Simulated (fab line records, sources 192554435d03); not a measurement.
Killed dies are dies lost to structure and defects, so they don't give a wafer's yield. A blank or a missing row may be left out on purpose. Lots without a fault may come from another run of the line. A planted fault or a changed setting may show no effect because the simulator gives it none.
fab line records | flow n5_finfet
record lots=10 wafers=29 last_day=16
route steps=1938 shown FIN_SAQP@152 FIN_CUT@163 BEOL_M4@1111 PASSIVATION@1936
lots that met no fault: from a run of the same line without faults
start_h: hours from the record's first day to the start of the lot's first wafer shown | wait_h: hours since the lot's step before | " the same as in the row above | L1.1+2: a row that stands for several wafers | - no value, or no start given | * or withheld: withheld | < > ~ a bound
route shown NAME@n: a module of which the file shows steps, and the number in the route of the first | usual: mean/standard deviation of fault-free wafers | same: alike in all rows | chamber/n: place in a boat | sites: the reading at each site | _std_site: their standard deviation | _edge_site: outer sites' mean less inner sites' | radius_mm: how far each site lies from the wafer's centre | mask NAME#n: copy n | behind: the tool/chamber that last shaped the wafer | hold: why the lot was held/for how many hours/how that ended | device: the transistor (n, p or np) that didn't switch | end of line: the same wafers' tests at the end of the route | a step without rows: its recipe alone | killed: dies lost to structure and defects at the first sort, not the wafer's yield | map: a wafer's dies, x killed, . not, _ none there
set.NAME: the setting as run; set.NAME@STEP: as run at that earlier step | model.NAME: the simulator's own value behind a step, which no gauge read
steps of the route over a sample of lots; a table a step, a row a wafer
services: from which hour (start_h, from the record's first day; less than 0 if before it) a tool's chamber was out of use, for how many hours, and why
## steps
# step N5_FIN_SAQP_OCD_MEAS_76
# usual trench_depth_nm=120.0/1.9
# columns lot.wafer tool chamber start_h wait_h trench_depth_nm
L281.2 ocd-02 - 29.15 0.0 119.3
L281.5 " - " " 118.3
L281.6 " - " " 120.0
L284.1 ocd-02 - 44.81 0.0 120.5
L284.2 " - " " 119.7
L284.5 " - " " 117.1
L285.1 ocd-02 - 53.67 0.0 122.8
L285.2 " - " " 120.2
L285.4 " - " " 121.0
L288.2 ocd-01 - 68.67 0.0 120.3
L288.4 " - " " 121.3
L288.5 " - " " 121.7
L290.2 ocd-01 - 82.99 0.0 118.9
L290.5 " - " " 120.7
L290.6 " - " " 119.1
L293.2 ocd-02 - 105.03 0.0 121.3
L293.3 " - " " 119.6
L293.6 " - " " 117.3
L294.1 ocd-02 - 108.29 0.0 118.9
L294.3 " - " " 122.6
L294.4 " - " " 122.7
L295.3 ocd-01 - 112.85 0.0 120.2
L295.4 " - " " 118.7
L295.6 " - " " 120.4
L296.1 ocd-01 - 119.22 0.0 118.1
L296.2 " - " " 116.3
L296.3 " - " " 121.8
L300.1 ocd-02 - 140.79 0.0 121.7
L300.5 " - " " 121.2
# step N5_FIN_SAQP_INSPECT_40
# recipe inspect_instrument=brightfield mode=aei
# usual raw_defect_count=245/99
# columns lot.wafer tool chamber start_h wait_h raw_defect_count
L281.2 defect_inspect-02 - 29.18 0.0 240
L281.5 " - " " 261
L281.6 " - " " 233
L284.1 defect_inspect-01 - 44.84 0.0 245
L284.2 " - " " 210
L284.5 " - " " 176
L285.1 defect_inspect-01 - 53.70 0.0 248
L285.2 " - " " 276
L285.4 " - " " 306
L288.2 defect_inspect-01 - 68.70 0.0 234
L288.4 " - " " 282
L288.5 " - " " 244
L290.2 defect_inspect-01 - 83.02 0.0 261
L290.5 " - " " 169
L290.6 " - " " 249
L293.2 defect_inspect-02 - 105.06 0.0 336
L293.3 " - " " 313
L293.6 " - " " 237
L294.1 defect_inspect-02 - 108.32 0.0 364
L294.3 " - " " 285
L294.4 " - " " 295
L295.3 defect_inspect-01 - 112.88 0.0 172
L295.4 " - " " 199
L295.6 " - " " 234
L296.1 defect_inspect-01 - 119.25 0.0 138
L296.2 " - " " 162
L296.3 " - " " 105
L300.1 defect_inspect-01 - 140.82 0.0 142
L300.5 " - " " 238
# step N5_FIN_CUT_CD_MEAS_08
# recipe target_cd_nm=29.1 landing_energy_ev=500 detector=se_inlens polarity=opening
# usual cd_nm=29.04/0.24
# columns lot.wafer tool chamber start_h wait_h cd_nm
L281.2 cd_sem-03 0 29.48 - 29.24
L281.5 " 0 " " 28.96
L281.6 " 0 " " 29.02
L284.1 cd_sem-03 0 45.14 - 28.97
L284.2 " 0 " " 28.74
L284.5 " 0 " " 29.40
L285.1 cd_sem-02 0 54.13 - 29.03
L285.2 " 0 " " 28.94
L285.4 " 0 " " 29.15
L288.2 cd_sem-01 0 69.13 - 28.92
L288.4 " 0 " " 29.03
L288.5 " 0 " " 29.05
L290.2 cd_sem-03 0 83.45 - 29.05
L290.5 " 0 " " 28.98
L290.6 " 0 " " 28.87
L293.2 cd_sem-01 0 105.49 - 29.06
L293.3 " 0 " " 29.41
L293.6 " 0 " " 28.95
L294.1 cd_sem-01 0 108.79 - 29.17
L294.3 " 0 " " 28.97
L294.4 " 0 " " 29.10
L295.3 cd_sem-02 0 113.31 - 29.51
L295.4 " 0 " " 29.12
L295.6 " 0 " " 28.74
L296.1 cd_sem-02 0 119.55 - 28.95
L296.2 " 0 " " 28.76
L296.3 " 0 " " 28.75
L300.1 cd_sem-03 0 141.25 - 29.15
L300.5 " 0 " " 28.74
# step N5_FIN_CUT_CUT_ETCH_26
# recipe chemistry=CH3F/O2 target=SiNx target_depth_a=390 mask_material=SOC time_s=55.7 pressure_mtorr=30 source_w=395 bias_w=73 Ar_flow_sccm=150 CH3F_flow_sccm=30 O2_flow_sccm=20 ion_energy_ev=120
# usual drypump_motor_current_A=5.5/0.41 oes_o_777_au=0.79/0.087 oes_product_au=0.80/0.092 rf_fwd_power_W=391.5/1.4 rf_vpp_V=297/3.8 showerhead_plenum_p_Torr=2.00/0.086 throttle_valve_pct=16.41/0.21
# columns lot.wafer tool chamber start_h wait_h drypump_motor_current_A oes_o_777_au oes_product_au rf_fwd_power_W rf_hours_counter_h rf_vpp_V showerhead_plenum_p_Torr throttle_valve_pct
L281.2 rie_diel-05 1 30.05 0.0 5.4 0.79 0.82 391.6 85 298 1.93 16.30
L281.5 " 1 " " 5.4 0.79 0.82 392.6 - 297 1.93 16.29
L281.6 " 0 " " 5.9 0.69 0.68 390.3 - 295 1.95 16.51
L284.1 rie_diel-04 0 45.71 0.0 6.3 0.95 0.94 389.7 3 292 2.05 16.51
L284.2 " 3 " " 5.9 0.79 0.76 392.1 141 294 2.09 16.65
L284.5 " 2 " " 5.6 0.72 0.73 390.6 - 301 1.91 16.55
L285.1 rie_diel-06 3 54.69 0.0 5.6 0.91 0.93 392.2 17 298 2.13 16.12
L285.2 " 0 " " 5.9 0.69 0.69 391.8 239 293 1.90 16.87
L285.4 " 0 " " 5.9 0.68 0.69 391.0 - 293 1.90 16.87
L288.2 rie_diel-05 2 69.69 0.0 4.9 0.79 0.81 390.6 72 293 2.01 16.47
L288.4 " 2 " " 4.9 0.80 0.80 391.5 - 291 2.01 16.48
L288.5 " 3 " " 5.2 0.75 0.74 391.1 - 291 1.90 16.42
L290.2 rie_diel-06 3 84.01 0.0 5.5 0.89 0.90 393.2 27 299 2.13 16.13
L290.5 " 1 " " 5.0 0.67 0.67 391.5 - 301 1.89 16.25
L290.6 " 2 " " 5.9 0.70 0.71 389.6 - 303 2.07 16.52
L293.2 rie_diel-04 2 106.05 0.0 5.7 0.71 0.72 391.2 181 299 1.90 16.58
L293.3 " 3 " " 5.8 0.78 0.74 392.0 159 296 2.08 16.68
L293.6 " 3 " " 5.9 0.77 0.74 391.2 - 294 2.08 16.69
L294.1 rie_diel-05 3 109.63 0.0 5.1 0.74 0.73 392.6 195 293 1.90 16.44
L294.3 " 2 " " 4.8 0.78 0.79 393.7 85 292 2.01 16.51
L294.4 " 1 " " 5.5 0.78 0.79 391.3 109 299 1.92 16.32
L295.3 rie_diel-06 0 113.95 0.0 5.9 0.97 0.98 391.7 0 298 2.15 16.47
L295.4 " 2 " " 5.8 0.86 0.74 485.2 - 274 2.07 16.53
L295.6 " 0 " " 5.8 0.97 0.98 390.4 - 299 2.15 16.46
L296.1 rie_diel-06 0 120.11 0.0 5.9 0.95 0.98 391.4 2 299 2.15 16.45
L296.2 " 3 " " 5.6 0.87 0.88 391.2 40 299 2.12 16.13
L296.3 " 2 " " 5.9 0.84 0.73 483.9 242 273 2.07 16.54
L300.1 rie_diel-05 2 141.91 0.0 4.8 0.77 0.77 393.0 96 292 2.01 16.53
L300.5 " 2 " " 4.9 0.77 0.77 392.5 - 293 2.01 16.52
# step N5_BEOL_M4_RC_MEAS_101
# usual DIBL_N=36.2/1.5 DIBL_P=36.4/2.1 IOFF_N=0.16/0.031 IOFF_P=0.21/0.037 ION_N=679/11 ION_P=465/7.7 SS_N=71.4/0.55 SS_P=73.2/0.63 VT_N=249/3.3 VT_P=-250/3.4
# columns lot.wafer tool chamber start_h wait_h DIBL_N[mV/V] DIBL_P[mV/V] IOFF_N[nA/um] IOFF_P[nA/um] ION_N[uA/um] ION_P[uA/um] SS_N[mV/dec] SS_P[mV/dec] VT_N[mV] VT_P[mV]
L281.2 prober-02 0 171.19 0.2 36.6 38.2 0.15 0.21 675 463 72.2 74.0 249 -253
L281.5 " 0 " " 37.2 38.7 0.17 0.21 677 462 71.7 73.7 247 -252
L281.6 " 0 " " 39.9 40.6 0.22 0.24 694 465 72.0 74.3 244 -250
L284.1 prober-02 0 183.93 0.0 35.4 37.8 0.16 0.21 684 464 71.1 73.1 250 -249
L284.2 " 0 " " 35.4 38.0 0.16 0.22 673 463 71.4 74.1 252 -249
L284.5 " 0 " " 35.0 38.6 0.16 0.22 680 469 71.7 72.9 246 -248
L285.1 prober-01 0 194.07 0.0 36.2 35.0 0.17 0.23 682 467 72.2 73.1 249 -249
L285.2 " 0 " " 36.6 36.3 0.18 0.25 670 465 71.1 73.9 248 -244
L285.4 " 0 " " 36.1 35.0 0.16 0.24 667 464 71.3 74.1 251 -244
L288.2 prober-02 0 224.45 0.2 36.1 37.4 0.15 0.18 668 453 72.2 73.5 252 -254
L288.4 " 0 " " 37.5 40.0 0.18 0.22 683 461 72.6 73.6 249 -251
L288.5 " 0 " " 34.2 36.7 0.13 0.17 663 454 71.3 73.4 255 -255
L290.2 prober-01 0 240.55 0.2 37.2 35.5 0.14 0.16 685 457 71.5 72.6 251 -257
L290.5 " 0 " " 35.9 34.6 0.13 0.15 672 448 70.8 72.3 253 -257
L290.6 " 0 " " 39.3 39.4 0.20 0.22 696 471 72.7 73.3 247 -256
L293.2 prober-02 0 247.24 0.2 38.8 39.5 0.22 0.29 700 477 72.2 73.8 244 -246
L293.3 " 0 " " 34.0 34.5 0.14 0.21 680 470 70.5 72.9 250 -247
L293.6 " 0 " " 37.5 38.3 0.20 0.27 692 481 72.0 73.9 248 -247
L294.1 prober-01 0 253.47 0.0 38.1 37.1 0.21 0.23 688 457 72.2 73.6 243 -248
L294.3 " 0 " " 36.2 34.5 0.17 0.20 685 465 71.8 73.4 244 -252
L294.4 " 0 " " 38.5 36.3 0.20 0.22 688 464 71.9 73.7 248 -250
L295.3 prober-01 0 254.81 0.3 37.4 36.0 0.17 0.22 666 461 72.2 73.8 253 -248
L295.4 " 0 " " 35.4 35.0 0.14 0.20 672 463 71.1 73.4 254 -253
L295.6 " 0 " " 37.1 36.2 0.16 0.22 683 470 72.7 73.7 253 -249
L296.1 prober-02 0 258.34 0.0 33.9 34.1 0.14 0.18 675 463 71.0 72.3 250 -252
L296.2 " 0 " " 36.5 37.3 0.19 0.24 692 475 72.0 73.5 244 -247
L296.3 " 0 " " 36.3 37.6 0.19 0.24 685 469 71.5 73.3 245 -247
L300.1 prober-02 0 282.72 0.0 34.6 34.6 0.13 0.20 650 458 71.4 72.5 249 -248
L300.5 " 0 " " 35.2 34.7 0.13 0.20 659 460 71.3 72.6 250 -247
# step N5_PASSIVATION_PROBE_49
# usual defect_limited_yield=91.3/1.3 killed_at_M0_to_M3=36/12 killed_at_M4_up=13/4.6 killed_at_contacts=13/5.4 killed_at_front_end=37/10 killed_at_other=3.6/2.9 killed_dies=102/15 killed_open=67/12 killed_short=33/7.5 sort_bin_5_function=5.1/0.93 sort_bin_6_memory=3.2/0.62 sort_n_pass=1078/15 sort_yield_pct=91.3/1.3
# same gross_dies=1180 killed_at_back_side=0 sort_bin_4_leakage[%]=0 sort_bin_8_speed[%]=0
# columns lot.wafer tool chamber start_h wait_h defect_limited_yield[%] killed_at_M0_to_M3 killed_at_M4_up killed_at_contacts killed_at_front_end killed_at_other killed_dies killed_open killed_short sort_bin_5_function[%] sort_bin_6_memory[%] sort_n_pass sort_yield_pct[%]
L288.2 prober-01 - 329.22 0.2 90.3 44 13 13 39 5 114 61 48 6.1 3.2 1066 90.3
L288.4 prober-01 - 329.32 0.3 91.7 34 8 18 35 3 98 69 29 4.7 3.1 1082 91.7
L288.5 prober-01 - 329.37 0.4 91.6 37 13 6 41 2 99 56 43 5.2 3.1 1081 91.6
# killed by level:class
L288.2 BEOL_M0_SAQP:geometric_particle:short=16 MOL_CONTACT_COAG:geometric_particle:open=11 STI_FIN_REVEAL:geometric_particle:open=9 BEOL_M2:geometric_particle:short=7 FIN_SAQP:geometric_particle:open=6 GATE_CUT:geometric_particle:short=5 BEOL_M3:geometric_particle:open=5 FIN_SAQP:geometric_particle:short=4
L288.4 MOL_CONTACT_COAG:geometric_particle:open=16 BEOL_M0_SAQP:geometric_particle:open=10 GATE_CUT:geometric_particle:open=9 BEOL_M0_SAQP:geometric_particle:short=6 FIN_SAQP:geometric_particle:open=5 BEOL_M1:geometric_particle:open=5 BEOL_M3:geometric_particle:open=5 STI_FIN_REVEAL:geometric_particle:open=4
L288.5 FIN_SAQP:geometric_particle:short=13 BEOL_M2:geometric_particle:open=10 FIN_SAQP:geometric_particle:open=8 BEOL_M0_SAQP:geometric_particle:open=7 BEOL_M0_SAQP:geometric_particle:short=7 BEOL_M1:geometric_particle:open=6 MOL_CONTACT_COAG:geometric_particle:open=5 BEOL_M2:geometric_particle:short=5
## services
# columns tool chamber start_h hours kind
rie_diel-06 2 8.00 4.6 repair
rie_diel-04 0 20.35 - clean
rie_diel-04 0 20.35 - consumable_replace:focus_ring
rie_diel-04 0 20.35 18.4 scheduled_down
rie_diel-04 0 20.35 18.4 vent_cycle
rie_diel-06 2 33.25 3.3 repair
rie_diel-05 3 33.26 6.7 repair
rie_diel-06 1 52.52 5.0 repair
rie_diel-05 0 57.19 - clean
rie_diel-05 0 57.19 - consumable_replace:focus_ring
rie_diel-05 0 57.19 16.7 scheduled_down
rie_diel-05 0 57.19 16.7 vent_cycle
rie_diel-05 1 79.71 3.2 repair
rie_diel-06 0 92.68 - clean
rie_diel-06 0 92.68 - consumable_replace:focus_ring
rie_diel-06 0 92.68 - consumable_replace:showerhead
rie_diel-06 0 92.68 20.7 scheduled_down
rie_diel-06 0 92.68 20.7 vent_cycle
rie_diel-06 1 113.51 - clean
rie_diel-06 1 113.51 - consumable_replace:focus_ring
rie_diel-06 1 113.51 - consumable_replace:showerhead
rie_diel-06 1 113.51 17.6 scheduled_down
rie_diel-06 1 113.51 17.6 vent_cycle
## key
first_sign step=N5_FIN_CUT_CUT_ETCH_26 reading=rf_fwd_power_W direction=up sigmas=66 usual=* struck=*
effect step=N5_FIN_CUT_CUT_ETCH_26 reading=rf_vpp_V direction=down sigmas=6.2 usual=297 struck=273
met_at N5_FIN_CUT_CUT_ETCH_26
struck_lots L295,L296
struck_wafers L295.4,L296.3
not_acting_at N5_FIN_SAQP_OCD_MEAS_76,N5_FIN_SAQP_INSPECT_40,N5_FIN_CUT_CD_MEAS_08
onset_between 84.01 113.95
fault kind=process_parameter_drift tool=rie_diel-06 chamber=2 onset_h=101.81 steps=N5_FIN_CUT_CUT_ETCH_26 channel=source_w offset=94.8 shape=step end_h=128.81 acts_in=these_recipes_only stated=395
